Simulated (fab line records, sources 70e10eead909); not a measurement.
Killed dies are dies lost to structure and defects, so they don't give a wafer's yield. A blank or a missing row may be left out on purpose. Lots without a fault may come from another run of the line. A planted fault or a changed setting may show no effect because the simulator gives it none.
Chamber matching | flow nand_harc | NHARC_A_WL_FILL_ALD_10 on ald_hk-01: 4 sister chambers
The step deposits SiO2, target thk 50 nm, pulse time 10 s, ald cycles 500. 16 wafers are shown with their chamber, then 8 later ones without.

WAFERS WITH THEIR CHAMBER
wafer  | chamber | heater_power_w (W) | precursor_pulse_height_rel
L078.1 | 1       | 579                | 1.022
L078.3 | 2       | 471                | 1.028
L078.2 | 0       | 427                | 1.005
L079.1 | 0       | 431                | 0.975
L079.2 | 2       | 466                | 1.022
L079.3 | 1       | 572                | 0.972
L081.3 | 0       | 418                | 1.000
L081.1 | 2       | 470                | 0.968
L081.5 | 0       | 421                | 1.003
L085.1 | 3       | 477                | 0.998
L085.4 | 2       | 472                | 1.039
L085.5 | 3       | 492                | 0.965
L089.2 | 1       | 597                | 0.993
L089.1 | 2       | 470                | 1.023
L089.6 | 1       | 589                | 1.024
L093.1 | 0       | 395                | 0.996

SIGNATURES (means of the wafers above)
reading                    | chamber 0 | chamber 1 | chamber 2 | chamber 3 | scatter within a chamber
heater_power_w             | 418.40    | 584.25    | 469.80    | 484.50    | 10.3
precursor_pulse_height_rel | 0.99580   | 1.00275   | 1.01600   | 0.98150   | 0.0225
Rule: a wafer's distance from a chamber is the root of the sum, over the readings, of the square of ((its reading less the chamber's mean) divided by the reading's scatter). The wafer belongs to the nearest chamber; if the next one is less than 2 further off, it can't be placed. The scatter: the root of (the sum of the squares of (reading less its chamber's mean) over the shown wafers, divided by (wafers less chambers)).

WAFERS WITHOUT THEIR CHAMBER
wafer  | heater_power_w (W) | precursor_pulse_height_rel
L093.3 | 482                | 0.991
L093.4 | 475                | 1.023
L095.1 | 483                | 0.994
L095.2 | 596                | 1.021
L095.5 | 493                | 1.006
L097.2 | 405                | 1.020
L097.3 | 473                | 1.014
L097.4 | 489                | 1.006

WHICH CHAMBER EACH WENT THROUGH
wafer  | from the rows above     | in truth
L093.3 | can't be placed: 3 or 2 | 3
L093.4 | can't be placed: 2 or 3 | 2
L095.1 | can't be placed: 3 or 2 | 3
L095.2 | 1                       | 1
L095.5 | can't be placed: 3 or 2 | 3
L097.2 | 0                       | 0
L097.3 | can't be placed: 2 or 3 | 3
L097.4 | can't be placed: 3 or 2 | 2
Placed correctly: 2 of 8. Can't be placed from these rows: 6 (the true chamber is among the candidates in 6). Placed wrongly: 0.
